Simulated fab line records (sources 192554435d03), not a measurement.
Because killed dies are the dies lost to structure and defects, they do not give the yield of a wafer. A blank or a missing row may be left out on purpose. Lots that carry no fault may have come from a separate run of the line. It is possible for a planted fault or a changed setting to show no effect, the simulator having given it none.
Matching of chambers :: flow n5 finfet :: cvd co-02 running N5_BEOL_M5_CO_CAP_78: 3 sister chambers
The step material Co, precursor CCTBA/H2, target thk 2 nm, time 102.1 s. 22 wafers are shown with their chamber, then 11 later ones without.

WAFERS WITH THEIR CHAMBER
wafer: L076.1
chamber: 0
heater power w (W): 206

wafer: L076.3
chamber: 1
heater power w (W): 213

wafer: L076.4
chamber: 0
heater power w (W): 204

wafer: L077.1
chamber: 2
heater power w (W): 199

wafer: L077.2
chamber: 0
heater power w (W): 206

wafer: L077.3
chamber: 1
heater power w (W): 210

wafer: L077.4
chamber: 0
heater power w (W): 212

wafer: L077.5
chamber: 1
heater power w (W): 210

wafer: L077.6
chamber: 2
heater power w (W): 201

wafer: L078.1
chamber: 2
heater power w (W): 206

wafer: L078.2
chamber: 0
heater power w (W): 209

wafer: L078.5
chamber: 0
heater power w (W): 206

wafer: L080.1
chamber: 2
heater power w (W): 204

wafer: L080.3
chamber: 1
heater power w (W): 214

wafer: L080.5
chamber: 1
heater power w (W): 219

wafer: L079.2
chamber: 2
heater power w (W): 203

wafer: L079.4
chamber: 1
heater power w (W): 215

wafer: L079.5
chamber: 2
heater power w (W): 207

wafer: L084.2
chamber: 1
heater power w (W): 209

wafer: L084.5
chamber: 1
heater power w (W): 217

wafer: L084.6
chamber: 2
heater power w (W): 200

wafer: L087.2
chamber: 2
heater power w (W): 205

SIGNATURES (averages over the wafers above)
reading: heater power w
chamber 0: 207.17
chamber 1: 213.38
chamber 2: 203.12
scatter within a chamber: 3.16
Rule: for each reading, subtract the chamber's mean from the wafer's reading, divide by that reading's scatter and square the result; add these up over the readings and take the root, which gives the wafer's distance from the chamber. If the next closest chamber is less than 2 further off than the closest, the wafer can't be placed; otherwise it belongs to the closest. The scatter: the root of (the sum of the squares of (reading less its chamber's mean) over the shown wafers, divided by (wafers less chambers)).

WAFERS WITHOUT THEIR CHAMBER
wafer: L087.4
heater power w (W): 207

wafer: L087.5
heater power w (W): 203

wafer: L090.3
heater power w (W): 205

wafer: L090.5
heater power w (W): 222

wafer: L090.6
heater power w (W): 201

wafer: L094.1
heater power w (W): 210

wafer: L094.4
heater power w (W): 207

wafer: L094.5
heater power w (W): 207

wafer: L095.2
heater power w (W): 207

wafer: L095.4
heater power w (W): 210

wafer: L095.6
heater power w (W): 210

CHAMBER TAKEN BY EACH
wafer: L087.4
from the rows above: can't be placed: 0 or 2 or 1
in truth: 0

wafer: L087.5
from the rows above: can't be placed: 2 or 0
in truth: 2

wafer: L090.3
from the rows above: can't be placed: 2 or 0
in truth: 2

wafer: L090.5
from the rows above: can't be placed: 1 or 0
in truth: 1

wafer: L090.6
from the rows above: can't be placed: 2 or 0
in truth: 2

wafer: L094.1
from the rows above: can't be placed: 0 or 1 or 2
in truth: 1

wafer: L094.4
from the rows above: can't be placed: 0 or 2 or 1
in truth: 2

wafer: L094.5
from the rows above: can't be placed: 0 or 2 or 1
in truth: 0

wafer: L095.2
from the rows above: can't be placed: 0 or 2 or 1
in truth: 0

wafer: L095.4
from the rows above: can't be placed: 0 or 1 or 2
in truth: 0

wafer: L095.6
from the rows above: can't be placed: 0 or 1 or 2
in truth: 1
Correctly placed: 0 of 11. Not placeable from these rows: 11 (in 11, the candidates include the true chamber). Placed wrongly: 0.
